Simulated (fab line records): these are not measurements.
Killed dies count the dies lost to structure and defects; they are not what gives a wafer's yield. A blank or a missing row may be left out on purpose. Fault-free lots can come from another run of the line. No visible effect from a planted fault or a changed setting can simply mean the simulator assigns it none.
Which tool did it? :: flow n5-finfet :: Sampling: 24 lots, 72 wafers, 2 of 1938 route steps

== WHAT EACH GAUGE READ, for each wafer ==
N5_BEOL_M3_OCD_MEAS_38.
lot: L074
measured: day 7 07:16
on: ocd-02
trench-depth-nm (nm): 52.9 53.2 55.5

lot: L075
measured: day 7 09:15
on: ocd-01
trench-depth-nm (nm): 55.2 56.6 54.7

lot: L077
measured: day 7 20:53
on: ocd-01
trench-depth-nm (nm): 55.3 55.1 55.4

lot: L078
measured: day 8 01:48
on: ocd-01
trench-depth-nm (nm): 55.8 54.5 55.6

lot: L079
measured: day 8 07:19
on: ocd-01
trench-depth-nm (nm): 56.2 54.4 54.8

lot: L080
measured: day 8 14:28
on: ocd-01
trench-depth-nm (nm): 57.7 56.3 57.9

lot: L081
measured: day 8 14:36
on: ocd-02
trench-depth-nm (nm): 55.6 55.3 55.5

lot: L082
measured: day 9 05:49
on: ocd-02
trench-depth-nm (nm): 52.2 55.4 54.4

lot: L083
measured: day 9 11:29
on: ocd-01
trench-depth-nm (nm): 55.3 54.8 55.0

lot: L084
measured: day 9 19:38
on: ocd-02
trench-depth-nm (nm): 56.2 55.9 55.4

lot: L085
measured: day 9 22:08
on: ocd-01
trench-depth-nm (nm): 56.6 53.4 55.9

lot: L086
measured: day 10 03:55
on: ocd-01
trench-depth-nm (nm): 55.1 56.0 56.3

lot: L087
measured: day 10 11:26
on: ocd-02
trench-depth-nm (nm): 56.1 57.0 55.8

lot: L088
measured: day 10 16:52
on: ocd-02
trench-depth-nm (nm): 56.8 54.0 56.5

lot: L089
measured: day 10 20:31
on: ocd-01
trench-depth-nm (nm): 55.6 55.4 54.9

lot: L090
measured: day 11 00:42
on: ocd-01
trench-depth-nm (nm): 56.1 56.2 56.2

lot: L091
measured: day 11 03:53
on: ocd-02
trench-depth-nm (nm): 55.8 55.8 52.2

lot: L092
measured: day 12 06:08
on: ocd-01
trench-depth-nm (nm): 52.1 57.1 56.1

lot: L093
measured: day 12 06:06
on: ocd-02
trench-depth-nm (nm): 55.0 56.1 56.0

lot: L094
measured: day 12 17:58
on: ocd-02
trench-depth-nm (nm): 54.4 56.4 55.4

lot: L076
measured: day 12 18:05
on: ocd-01
trench-depth-nm (nm): 55.0 56.3 56.0

lot: L095
measured: day 13 04:50
on: ocd-01
trench-depth-nm (nm): 56.1 56.1 56.8

lot: L097
measured: day 13 14:40
on: ocd-02
trench-depth-nm (nm): 57.3 54.8 55.3

lot: L096
measured: day 13 22:23
on: ocd-01
trench-depth-nm (nm): 55.1 56.7 55.3

== TOOL THAT RAN EACH LOT (tool first, then ch and the chambers of the sampled wafers, then the start) ==
lot: L074
N5_BEOL_M3_ALD_98: ald-sin-04 ch 0,3, day 7 04:41

lot: L075
N5_BEOL_M3_ALD_98: ald-sin-02 ch 0,2, day 7 08:34

lot: L077
N5_BEOL_M3_ALD_98: ald-sin-04 ch 1,2,3, day 7 19:25

lot: L078
N5_BEOL_M3_ALD_98: ald-sin-04 ch 0,1,3, day 7 23:31

lot: L079
N5_BEOL_M3_ALD_98: ald-sin-03 ch 0,2,3, day 8 03:56

lot: L080
N5_BEOL_M3_ALD_98: ald-sin-04 ch 0,2,3, day 8 10:47

lot: L081
N5_BEOL_M3_ALD_98: ald-sin-04 ch 1,3, day 8 11:20

lot: L082
N5_BEOL_M3_ALD_98: ald-sin-02 ch 0,2,3, day 8 23:50

lot: L083
N5_BEOL_M3_ALD_98: ald-sin-04 ch 0,1, day 9 07:52

lot: L084
N5_BEOL_M3_ALD_98: ald-sin-04 ch 0,2, day 9 13:37

lot: L085
N5_BEOL_M3_ALD_98: ald-sin-04 ch 0,1,3, day 9 19:28

lot: L086
N5_BEOL_M3_ALD_98: ald-sin-02 ch 0,1,2, day 10 02:01

lot: L087
N5_BEOL_M3_ALD_98: ald-sin-02 ch 1,2, day 10 09:19

lot: L088
N5_BEOL_M3_ALD_98: ald-sin-02 ch 1,2, day 10 09:42

lot: L089
N5_BEOL_M3_ALD_98: ald-sin-03 ch 1,2,3, day 10 10:27

lot: L090
N5_BEOL_M3_ALD_98: ald-sin-02 ch 2,3, day 10 23:04

lot: L091
N5_BEOL_M3_ALD_98: ald-sin-03 ch 0,1,3, day 11 03:07

lot: L092
N5_BEOL_M3_ALD_98: ald-sin-02 ch 0,1,2, day 11 10:49

lot: L093
N5_BEOL_M3_ALD_98: ald-sin-02 ch 0,1,3, day 11 19:20

lot: L094
N5_BEOL_M3_ALD_98: ald-sin-02 ch 0,1,3, day 12 16:38

lot: L076
N5_BEOL_M3_ALD_98: ald-sin-03 ch 1,2,3, day 12 16:55

lot: L095
N5_BEOL_M3_ALD_98: ald-sin-02 ch 0,2, day 12 23:14

lot: L097
N5_BEOL_M3_ALD_98: ald-sin-04 ch 0,1,3, day 13 13:28

lot: L096
N5_BEOL_M3_ALD_98: ald-sin-04 ch 0,2,3, day 13 20:40
- N5_BEOL_M3_ALD_98: deposits SiO2, target thk 2.5 nm, pulse time 1 s, co reactant pulse time 1 s.

== AS READ BY THE TOOLS THEMSELVES (means over the sampled wafers that have a number; for cases with no such wafer, the mark the record gives instead) ==
N5_BEOL_M3_ALD_98.
lot: L074
tool: ald-sin-04
heater-power-w (W): 84
precursor-pulse-height-rel: 0.994

lot: L075
tool: ald-sin-02
heater-power-w (W): 85
precursor-pulse-height-rel: 0.999

lot: L077
tool: ald-sin-04
heater-power-w (W): 80
precursor-pulse-height-rel: 1.015

lot: L078
tool: ald-sin-04
heater-power-w (W): 82
precursor-pulse-height-rel: 0.994

lot: L079
tool: ald-sin-03
heater-power-w (W): 76
precursor-pulse-height-rel: 0.991

lot: L080
tool: ald-sin-04
heater-power-w (W): 83
precursor-pulse-height-rel: 1.024

lot: L081
tool: ald-sin-04
heater-power-w (W): 80
precursor-pulse-height-rel: 1.004

lot: L082
tool: ald-sin-02
heater-power-w (W): 79
precursor-pulse-height-rel: 1.005

lot: L083
tool: ald-sin-04
heater-power-w (W): 83
precursor-pulse-height-rel: 0.993

lot: L084
tool: ald-sin-04
heater-power-w (W): 81
precursor-pulse-height-rel: 1.009

lot: L085
tool: ald-sin-04
heater-power-w (W): 82
precursor-pulse-height-rel: 1.004

lot: L086
tool: ald-sin-02
heater-power-w (W): 82
precursor-pulse-height-rel: 0.999

lot: L087
tool: ald-sin-02
heater-power-w (W): 89
precursor-pulse-height-rel: 1.010

lot: L088
tool: ald-sin-02
heater-power-w (W): 89
precursor-pulse-height-rel: 0.993

lot: L089
tool: ald-sin-03
heater-power-w (W): 75
precursor-pulse-height-rel: 1.020

lot: L090
tool: ald-sin-02
heater-power-w (W): 85
precursor-pulse-height-rel: 0.999

lot: L091
tool: ald-sin-03
heater-power-w (W): 78
precursor-pulse-height-rel: 0.988

lot: L092
tool: ald-sin-02
heater-power-w (W): 83
precursor-pulse-height-rel: 0.986

lot: L093
tool: ald-sin-02
heater-power-w (W): 75
precursor-pulse-height-rel: 1.010

lot: L094
tool: ald-sin-02
heater-power-w (W): 75
precursor-pulse-height-rel: 0.996

lot: L076
tool: ald-sin-03
heater-power-w (W): 75
precursor-pulse-height-rel: 1.010

lot: L095
tool: ald-sin-02
heater-power-w (W): 80
precursor-pulse-height-rel: 0.999

lot: L097
tool: ald-sin-04
heater-power-w (W): 81
precursor-pulse-height-rel: 0.994

lot: L096
tool: ald-sin-04
heater-power-w (W): 81
precursor-pulse-height-rel: 0.988

== THE ANSWER, worked out from the rows above alone ==
Rule: usual is defined by the lots themselves. The widest of any qualifying gaps counts: lots, ordered by their means at a reading, are off when they make up no more than a third of the lots, leave a main group of 4 or more, and stand apart from it by 3 or more times the standard deviation of that group's means. A main group whose means are all the same, to the digits that the tables above print for the reading, isn't used. Also off: a lot with no number at a reading for which 4 or more lots have one. The other lots that the step has rows for count as sound. The gauges are gone through in route order, then the tools' own readings, and for those a lot's mean is taken as printed above. At the first step where some lot is off, the reading lying furthest off is the one used; lots without a number count as furthest.
None of the lots is off at any reading shown; this tells nothing.

== WHAT THE SIMULATOR PUT IN ==
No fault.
